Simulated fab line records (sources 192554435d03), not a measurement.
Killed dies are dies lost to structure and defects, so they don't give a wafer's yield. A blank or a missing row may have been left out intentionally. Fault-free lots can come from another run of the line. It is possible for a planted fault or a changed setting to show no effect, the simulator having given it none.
Lot-split experiment -- flow n5_finfet -- route with 1938 steps; 7 lots, 21 wafers read

== THE SPLIT ITSELF ==
At N5_BEOL_M3_EXPOSE_25 (exposes mask V2, defocus 5 nm), the setting dose_mj was moved away from the recipe's 63 on 7 of the 21 wafers read, by -7.0% to +4.4%. For the rest of the wafers, this setting stayed at what the recipe calls for.

== FROM THE SPLIT TO THE READING: what the file shows between them, 2 steps ==
- N5_BEOL_M3_PEB_26: peb time 60 s
- N5_BEOL_M3_DEVELOP_27: develop time 30 s

== THE READING ==
cd_nm, in nm, at N5_BEOL_M3_CD_MEAS_28 (target cd 25.7 nm, target cd y 23.3 nm). On this fab line, fault-free wafers typically give 25.69 nm with a standard deviation of 0.28 nm.

wafer,"tool, chamber at the split",dose_mj as run,against the recipe,"cd_nm, nm",against lot-mates on the recipe
L074.3,"euv_scanner-02, 0",63,recipe,25.76,-
L074.5,"euv_scanner-02, 0",63,recipe,25.57,-
L074.6,"euv_scanner-02, 0",63,recipe,25.46,-
L076.1,"euv_scanner-01, 0",58.6,-7.0%,24.91,-0.83
L076.3,"euv_scanner-01, 0",63,recipe,25.74,-
L076.5,"euv_scanner-01, 0",58.6,-7.0%,24.69,-1.05
L080.1,"euv_scanner-01, 0",59.11,-6.2%,24.58,-1.17
L080.3,"euv_scanner-01, 0",59.11,-6.2%,24.43,-1.32
L080.4,"euv_scanner-01, 0",63,recipe,25.75,-
L083.1,"euv_scanner-02, 0",65.76,+4.4%,26.22,+0.70
L083.4,"euv_scanner-02, 0",63,recipe,25.52,-
L083.5,"euv_scanner-02, 0",65.76,+4.4%,26.34,+0.82
L087.1,"euv_scanner-02, 0",63,recipe,25.81,-
L087.5,"euv_scanner-02, 0",58.98,-6.4%,24.28,-1.42
L087.6,"euv_scanner-02, 0",63,recipe,25.59,-
L090.1,"euv_scanner-01, 0",63,recipe,25.46,-
L090.5,"euv_scanner-01, 0",63,recipe,25.70,-
L090.6,"euv_scanner-01, 0",63,recipe,25.75,-
L093.2,"euv_scanner-02, 0",63,recipe,26.12,-
L093.4,"euv_scanner-02, 0",63,recipe,25.85,-
L093.6,"euv_scanner-02, 0",63,recipe,25.53,-

FIT RESULTS
A straight line over all 21 wafers: cd_nm changes by +0.16 nm for each +1% of dose_mj; r = +0.94; the points scatter about the line by 0.21 nm.
The same after taking each lot's own level away (the mean of its wafers on the recipe; 21 wafers): +0.174 nm for each +1%; r = +0.96; scatter 0.18 nm.
The reading moves by 1.2 nm for the largest change in dose_mj, on that fit.
The lots' own levels span 25.520 to 25.833 nm, that is 1.1 times the standard deviation above.
The two slopes agree, so the slope changes little with the lot-to-lot level.
Check: -1.32 nm against its lot-mates is what the line predicts for one of the wafers moved furthest among these (-7.0%) when that wafer is left out of the fit. Against them it came out at -0.83 nm.

== THE OTHER SPLITS THESE WAFERS WENT THROUGH ==
These wafers also went through other splits before the reading. Each is held against what the fit with the lots' levels taken away leaves over:
other split on the same wafers,wafers away from the commonest value,r with cd_nm (lot level and that fit taken away)
N5_BEOL_M2_TRENCH_ETCH_37 bias_w,8,+0.20
N5_BEOL_M3_COAT_68 spin_rpm,9,-0.06

== THE FILE'S OWN FIT ==
cd_nm changes by +0.181 nm for each +1% of dose_mj, r = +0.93.
